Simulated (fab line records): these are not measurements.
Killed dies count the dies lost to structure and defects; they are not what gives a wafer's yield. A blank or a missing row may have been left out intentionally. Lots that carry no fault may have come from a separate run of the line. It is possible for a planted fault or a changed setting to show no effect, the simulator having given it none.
Which tool is to blame? | flow n5 finfet | 9 lots with 24 wafers sampled at 6 steps, on a route of 1938 steps

== WHAT EACH GAUGE READ, for each wafer ==
N5_STI_FIN_REVEAL_FIN_H_MEAS_10.
lot  | measured    | on     | trench depth nm (nm)
L311 | day 2 13:53 | ocd-01 | 51.9 51.6 50.9
L312 | day 2 20:38 | ocd-01 | 52.5 50.8 51.0
L314 | day 3 08:56 | ocd-02 | 53.1 51.7 52.3
L323 | day 5 13:44 | ocd-01 | 66.4 51.0 65.9
L324 | day 5 18:39 | ocd-01 | 65.7 52.2
L329 | day 8 01:33 | ocd-01 | 52.3 53.1 51.8
L332 | day 8 03:15 | ocd-02 | 51.5 50.8 51.5
L333 | day 8 05:07 | ocd-01 | 53.2 52.7
L334 | day 8 10:14 | ocd-02 | 52.4 51.8

N5_DUMMY_GATE_THK_MEAS_05.
lot  | measured    | on            | thk nm (nm)
L311 | day 2 18:14 | film metro-01 | 71.8 70.8 71.1
L312 | day 3 00:54 | film metro-01 | 74.7 74.7 75.6
L314 | day 3 13:26 | film metro-01 | 70.5 70.7 70.4
L323 | day 5 18:01 | film metro-02 | 72.8 71.8 72.2
L324 | day 5 22:55 | film metro-01 | 72.5 72.2
L329 | day 8 10:02 | film metro-01 | 71.2 71.3 71.9
L332 | day 8 10:04 | film metro-01 | 70.7 73.0 72.2
L333 | day 8 13:40 | film metro-02 | 71.2 73.9
L334 | day 8 17:22 | film metro-01 | 72.2 72.3

N5_BEOL_M4_RC_MEAS_101.
lot  | measured     | on        | DIBL_N (mV/V)  | DIBL_P (mV/V)  | IOFF_N (nA/um) | IOFF_P (nA/um) | ION_N (uA/um) | ION_P (uA/um) | SS_N (mV/dec)  | SS_P (mV/dec)  | VT_N (mV)   | VT_P (mV)
L311 | day 8 08:06  | prober-02 | 36.9 36.9 37.2 | 36.3 36.9 37.8 | 0.16 0.16 0.18 | 0.22 0.22 0.23 | 673 670 678   | 467 467 466   | 71.0 71.6 71.7 | 72.9 73.0 73.3 | 248 247 249 | -250 -248 -248
L312 | day 8 17:01  | prober-01 | 34.4 33.4 35.9 | 34.0 33.2 36.3 | 0.15 0.13 0.18 | 0.20 0.17 0.23 | 677 665 684   | 472 455 463   | 70.9 70.7 71.7 | 73.2 73.0 73.2 | 249 250 245 | -249 -254 -247
L314 | day 9 01:14  | prober-01 | 39.2 38.1 39.9 | 39.5 37.7 41.7 | 0.23 0.19 0.27 | 0.27 0.23 0.32 | 705 689 712   | 473 468 482   | 71.8 72.9 72.1 | 74.0 73.8 74.1 | 243 248 242 | -247 -252 -243
L323 | day 11 22:16 | prober-01 | 42.6 39.3 40.7 | 43.0 38.8 41.2 | 0.30 0.20 0.24 | 0.35 0.26 0.31 | 715 678 700   | 480 464 470   | 72.6 72.6 72.9 | 74.8 73.9 74.8 | 241 249 244 | -246 -251 -248
L324 | day 11 15:17 | prober-02 | 36.7 36.2      | 37.1 35.6      | 0.18 0.15      | 0.24 0.21      | 676 671       | 463 463       | 72.5 72.3      | 73.6 73.4      | 247 251     | -246 -248
L329 | day 14 04:46 | prober-01 | 36.4 36.9 35.1 | 38.7 39.7 37.1 | 0.18 0.18 0.15 | 0.25 0.26 0.23 | 686 690 674   | 472 480 469   | 72.6 72.1 72.0 | 73.6 73.6 73.0 | 246 247 250 | -246 -245 -249
L332 | day 14 21:18 | prober-02 | 35.5 36.6 38.1 | 36.1 37.3 39.4 | 0.15 0.17 0.23 | 0.19 0.22 0.26 | 678 667 704   | 459 457 473   | 71.7 71.9 72.0 | 73.9 74.1 74.4 | 251 248 242 | -252 -249 -248
L333 | day 14 20:22 | prober-01 | 33.0 34.9      | 34.6 36.7      | 0.12 0.14      | 0.19 0.23      | 675 666       | 472 466       | 70.5 71.6      | 72.3 72.7      | 250 252     | -252 -248
L334 | day 15 00:02 | prober-02 | 37.5 38.1      | 36.9 37.8      | 0.18 0.20      | 0.25 0.27      | 675 677       | 466 463       | 72.0 72.2      | 73.6 74.2      | 251 248     | -249 -245

== WHICH TOOL RAN EACH LOT (tool, then ch and the chambers of the sampled wafers, then the start) ==
lot  | N5_FIN_CUT_STRIP_22               | N5_STI_FIN_REVEAL_ETCHBACK_08     | N5_STI_FIN_REVEAL_RECESS_09
L311 | rie diel-03 ch 1,2,3, day 2 04:23 | rie diel-06 ch 0,2, day 2 10:47   | vapor etch-02 ch 0,1, day 2 11:02
L312 | rie diel-02 ch 1,2,3, day 2 10:49 | rie diel-06 ch 0,1,3, day 2 17:41 | vapor etch-01 ch 0,1, day 2 17:56
L314 | rie diel-03 ch 2,3, day 2 22:05   | rie diel-04 ch 1,2, day 3 05:53   | vapor etch-01 ch 0,1, day 3 06:08
L323 | rie diel-02 ch 0,1, day 5 03:44   | rie diel-06 ch 0,1,3, day 5 10:31 | vapor etch-02 ch 0,1, day 5 11:34
L324 | rie diel-01 ch 0, day 5 09:22     | rie diel-05 ch 1,3, day 5 15:42   | vapor etch-02 ch 0,1, day 5 16:29
L329 | rie diel-02 ch 0,1,2, day 6 16:52 | rie diel-04 ch 0,1,3, day 7 22:17 | vapor etch-01 ch 0,1, day 7 23:07
L332 | rie diel-01 ch 0,1,3, day 7 09:25 | rie diel-06 ch 0,2,3, day 7 23:54 | vapor etch-02 ch 0,1, day 8 00:29
L333 | rie diel-03 ch 1,2, day 7 15:58   | rie diel-06 ch 0,2, day 8 02:08   | vapor etch-02 ch 0,1, day 8 02:23
L334 | rie diel-03 ch 0,3, day 8 00:38   | rie diel-05 ch 0,1, day 8 07:17   | vapor etch-02 ch 1, day 8 07:32
- N5_FIN_CUT_STRIP_22: strips in N2/H2.
- N5_STI_FIN_REVEAL_ETCHBACK_08: etches SiO2 in C4F6/O2, target depth 30.5 nm, time 10.167 s.
- N5_STI_FIN_REVEAL_RECESS_09: chemistry HF/NH3, target SiO2, afs cycles 11, target depth 42.5 nm, sublimation time 60 s.

== AS READ BY THE TOOLS THEMSELVES (means over the sampled wafers that have a number; for cases with no such wafer, the mark the record gives instead) ==
N5_FIN_CUT_STRIP_22.
lot  | tool        | drypump motor current A (A) | oes product au (a.u.) | rf vpp V (V) | showerhead plenum p Torr (Torr) | temp c (C) | throttle valve pct (%)
L311 | rie diel-03 | 6.2                         | 0.74                  | 55.9         | 3.45                            | 40.05      | 18.92
L312 | rie diel-02 | 6.0                         | 0.73                  | 54.3         | 3.26                            | 40.04      | 19.13
L314 | rie diel-03 | 6.3                         | 0.71                  | 56.0         | 3.43                            | 40.04      | 18.73
L323 | rie diel-02 | 5.3                         | 0.71                  | 54.4         | 3.24                            | 40.04      | 19.00
L324 | rie diel-01 | 6.5                         | 0.86                  | 55.4         | 3.40                            | 39.89      | 18.73
L329 | rie diel-02 | 5.8                         | 0.79                  | 56.7         | 3.26                            | 39.96      | 18.91
L332 | rie diel-01 | 5.9                         | 0.80                  | 54.3         | 3.41                            | 40.11      | 18.61
L333 | rie diel-03 | 5.9                         | 0.76                  | 53.8         | 3.42                            | 40.00      | 19.12
L334 | rie diel-03 | 5.8                         | 0.85                  | 55.7         | 3.40                            | 40.12      | 18.59

N5_STI_FIN_REVEAL_ETCHBACK_08.
lot  | tool        | drypump motor current A (A) | oes product au (a.u.) | rf fwd power W (W) | rf vpp V (V) | showerhead plenum p Torr (Torr) | throttle valve pct (%)
L311 | rie diel-06 | 5.5                         | 0.70                  | 338.5              | 649          | 2.74                            | 21.29
L312 | rie diel-06 | 5.9                         | 0.78                  | 339.5              | 659          | 2.82                            | 21.32
L314 | rie diel-04 | 5.8                         | 0.84                  | 342.1              | 684          | 2.92                            | 21.11
L323 | rie diel-06 | 5.9                         | 0.86                  | 340.6              | 665          | 2.93                            | 21.21
L324 | rie diel-05 | 5.4                         | 0.70                  | 341.4              | 681          | 2.93                            | 21.47
L329 | rie diel-04 | 5.5                         | 0.79                  | 341.3              | 683          | 2.85                            | 21.06
L332 | rie diel-06 | 5.6                         | 0.80                  | 340.5              | 660          | 2.93                            | 21.07
L333 | rie diel-06 | 5.3                         | 0.80                  | 340.2              | 662          | 2.91                            | 20.98
L334 | rie diel-05 | 5.8                         | 0.71                  | 343.0              | 674          | 2.84                            | 21.39

N5_STI_FIN_REVEAL_RECESS_09.
lot  | tool          | drypump motor current A (A) | temp c (C)
L311 | vapor etch-02 | 5.06                        | 29.96
L312 | vapor etch-01 | 4.91                        | 30.06
L314 | vapor etch-01 | 5.00                        | 30.02
L323 | vapor etch-02 | 5.06                        | 30.01
L324 | vapor etch-02 | 5.18                        | 29.93
L329 | vapor etch-01 | 5.00                        | 29.92
L332 | vapor etch-02 | 5.31                        | 30.03
L333 | vapor etch-02 | 5.18                        | 29.98
L334 | vapor etch-02 | 5.50                        | 30.07

== THE ANSWER, worked out from the rows above alone ==
Rule: what is usual is taken from the lots themselves. The widest of any qualifying gaps counts: lots, ordered by their means at a reading, are off when they make up no more than a third of the lots, leave a main group of 4 or more, and stand apart from it by 3 or more times the standard deviation of that group's means. If all means in a main group match to the digits the tables above print for the reading, that group is not used. A lot without any number at a reading at which 4 lots or more have one is off too. All remaining lots with rows at the step are treated as sound. Order of review: gauges by route order, followed by the tools' own readings, for which a lot's mean as printed above is used. The first step at which some lot is off is used, and at that step the reading that is off furthest; a lot without a number counts as furthest.
Off at N5_STI_FIN_REVEAL_FIN_H_MEAS_10 (trench depth nm): L323, L324. Main group: mean 52.0 nm, sd 0.58.
A tool fits if, at a process step before that reading, it ran every lot that is off, and no sound lot after the first of them. Those tools and the gauges at N5_STI_FIN_REVEAL_FIN_H_MEAS_10 are tried in the same way. None of those tried fits.

== WHAT THE SIMULATOR PUT IN ==
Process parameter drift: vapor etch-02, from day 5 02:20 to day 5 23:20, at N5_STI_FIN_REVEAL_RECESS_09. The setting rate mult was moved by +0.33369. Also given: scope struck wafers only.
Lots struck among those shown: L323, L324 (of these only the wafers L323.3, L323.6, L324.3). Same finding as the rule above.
